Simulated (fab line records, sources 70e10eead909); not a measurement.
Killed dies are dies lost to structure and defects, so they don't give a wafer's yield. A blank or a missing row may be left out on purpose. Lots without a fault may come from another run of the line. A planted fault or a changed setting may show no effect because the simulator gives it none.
Chamber matching | flow nand_harc | NHARC_P_ZERO_WELL_DESCUM_39 on rie_diel-01: 4 sister chambers
The step chemistry O2, time 3 s. 16 wafers are shown with their chamber, then 8 later ones without.

WAFERS WITH THEIR CHAMBER
wafer  | chamber | showerhead_plenum_p_Torr (Torr) | drypump_motor_current_A (A) | rf_vpp_V (V)
L314.3 | 1       | 1.96                            | 6.0                         | 57.3
L314.5 | 3       | 1.78                            | 5.9                         | 56.9
L314.6 | 2       | 2.03                            | 6.0                         | 58.9
L315.2 | 2       | 2.03                            | 6.0                         | 58.3
L315.4 | 2       | 2.03                            | 6.0                         | 58.5
L315.5 | 1       | 1.96                            | 6.0                         | 58.5
L317.1 | 0       | 2.06                            | 6.1                         | 57.8
L317.4 | 2       | 2.03                            | 6.1                         | 58.9
L317.6 | 0       | 2.06                            | 6.0                         | 58.0
L319.1 | 2       | 2.03                            | 6.0                         | 59.7
L319.2 | 3       | 1.78                            | 5.9                         | 57.3
L319.6 | 2       | 2.03                            | 6.0                         | 59.1
L321.3 | 1       | 1.96                            | 6.0                         | 57.1
L321.4 | 3       | 1.78                            | 5.8                         | 57.3
L321.6 | 0       | 2.05                            | 6.1                         | 58.2
L325.1 | 3       | 1.78                            | 5.8                         | 57.6

SIGNATURES (means of the wafers above)
reading                  | chamber 0 | chamber 1 | chamber 2 | chamber 3 | scatter within a chamber
showerhead_plenum_p_Torr | 2.0567    | 1.9600    | 2.0300    | 1.7800    | 0.00236
drypump_motor_current_A  | 6.067     | 6.000     | 6.017     | 5.850     | 0.0456
rf_vpp_V                 | 58.000    | 57.633    | 58.900    | 57.275    | 0.472
Rule: a wafer's distance from a chamber is the root of the sum, over the readings, of the square of ((its reading less the chamber's mean) divided by the reading's scatter). The wafer belongs to the nearest chamber; if the next one is less than 2 further off, it can't be placed. The scatter: the root of (the sum of the squares of (reading less its chamber's mean) over the shown wafers, divided by (wafers less chambers)).

WAFERS WITHOUT THEIR CHAMBER
wafer  | showerhead_plenum_p_Torr (Torr) | drypump_motor_current_A (A) | rf_vpp_V (V)
L325.2 | 2.05                            | 6.1                         | 59.6
L325.3 | 1.96                            | 6.0                         | 57.7
L335.1 | 1.95                            | 6.0                         | 59.8
L335.3 | 2.03                            | 6.1                         | 59.2
L335.5 | 2.03                            | 6.1                         | 58.4
L336.1 | 1.78                            | 5.9                         | 57.3
L336.5 | 1.95                            | 6.0                         | 58.3
L336.6 | 2.03                            | 6.1                         | 56.7

WHICH CHAMBER EACH WENT THROUGH
wafer  | from the rows above | in truth
L325.2 | 0                   | 0
L325.3 | 1                   | 1
L335.1 | 1                   | 1
L335.3 | 2                   | 2
L335.5 | 2                   | 2
L336.1 | 3                   | 3
L336.5 | 1                   | 1
L336.6 | 2                   | 2
Placed correctly: 8 of 8. Can't be placed from these rows: 0. Placed wrongly: 0.
